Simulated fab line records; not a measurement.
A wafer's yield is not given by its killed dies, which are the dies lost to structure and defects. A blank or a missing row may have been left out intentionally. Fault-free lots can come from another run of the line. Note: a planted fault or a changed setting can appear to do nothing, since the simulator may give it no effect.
2 desks looking at one fault :: flow n5 finfet :: each desk holds nothing but its own numbers, with what lay behind them at the end

== AT THE METROLOGY DESK ==
Lot by lot, what the gauges showed, no matter which tool ran the lot: averages of those sampled wafers that carry a number. A lot is out of limits, marked OUT, if its mean lies more than 4 standard deviations from the usual mean; the brackets give that distance. Readings shown: 7 of its 10, picked as those furthest out on some lot.
Columns: A = DIBL_N at N5_BEOL_M4_RC_MEAS_101, usual 37.0 mV/V; B = DIBL_P at N5_BEOL_M4_RC_MEAS_101, usual 36.7 mV/V; C = IOFF_N at N5_BEOL_M4_RC_MEAS_101, usual 0.17 nA/um; D = ION_N at N5_BEOL_M4_RC_MEAS_101, usual 672 uA/um; E = SS_N at N5_BEOL_M4_RC_MEAS_101, usual 71.6 mV/dec; F = VT_N at N5_BEOL_M4_RC_MEAS_101, usual 250 mV; G = VT_P at N5_BEOL_M4_RC_MEAS_101, usual -250 mV
lot: L435
first seen here: day 8 19:19
A: 36.8
B: 36.4
C: 0.18
D: 675
E: 71.7
F: 246
G: -246

lot: L437
first seen here: day 9 01:03
A: 38.8
B: 37.9
C: 0.20
D: 684
E: 71.7
F: 246
G: -251

lot: L440
first seen here: day 10 00:00
A: 39.7
B: 39.4
C: 0.24
D: 698
E: 72.7
F: 244
G: -246

lot: L442
first seen here: day 10 10:58
A: 35.5
B: 35.8
C: 0.15
D: 669
E: 70.9
F: 251
G: -254

lot: L443
first seen here: day 10 21:43
A: 37.5
B: 36.1
C: 0.18
D: 680
E: 70.8
F: 246
G: -245

lot: L444
first seen here: day 10 23:34
A: 37.7
B: 36.3
C: 0.16
D: 674
E: 71.3
F: 251
G: -250

lot: L455
first seen here: day 13 12:05
A: 37.3
B: 36.2
C: 0.16
D: 676
E: 71.3
F: 249
G: -248

lot: L454
first seen here: day 14 10:43
A: 35.8
B: 34.6
C: 0.15
D: 672
E: 71.7
F: 249
G: -250
This desk found nothing out of limits on any of the 8 lots.

== TOOL OWNER'S DESK, pecvd-03 ==
The tool's own readings at N5_FIN_SAQP_PECVD_48 (deposits SiNx from SiH4/NH3/N2, target thk 25 nm, time 22.1 s): means of the sampled wafers that have a number, for each lot that ran on this tool. A lot is out of limits, marked OUT, if its mean lies more than 4 standard deviations from the usual mean; the brackets give that distance.
Columns: A = heater power outer w at N5_FIN_SAQP_PECVD_48, usual 481 W; B = heater power w at N5_FIN_SAQP_PECVD_48, usual 771 W; C = showerhead plenum p Torr at N5_FIN_SAQP_PECVD_48, usual 5.14 Torr; D = throttle valve pct at N5_FIN_SAQP_PECVD_48, usual 40.4 %
lot: L435
first seen here: day 2 16:56
A: 492
B: 773
C: 5.15
D: 42.1

lot: L442
first seen here: day 4 09:15
A: 457
B: 704
C: 5.10
D: 38.3

lot: L443
first seen here: day 4 15:14
A: 464
B: 660
C: 5.14
D: 40.2

lot: L444
first seen here: day 5 02:32
A: 572
B: 891
C: 5.14
D: 42.3

lot: L454
first seen here: day 7 10:03
A: 515
B: 762
C: 5.16
D: 41.8

lot: L455
first seen here: day 7 17:19
A: 561
B: 865
C: 5.15
D: 42.3
This desk found nothing out of limits on any of the 6 lots.

== TAKEN TOGETHER ==
From the metrology desk's view, nothing was out of limits.
The desk of the tool owner found nothing out of limits.

== WHAT THE SIMULATOR HAD INSERTED ==
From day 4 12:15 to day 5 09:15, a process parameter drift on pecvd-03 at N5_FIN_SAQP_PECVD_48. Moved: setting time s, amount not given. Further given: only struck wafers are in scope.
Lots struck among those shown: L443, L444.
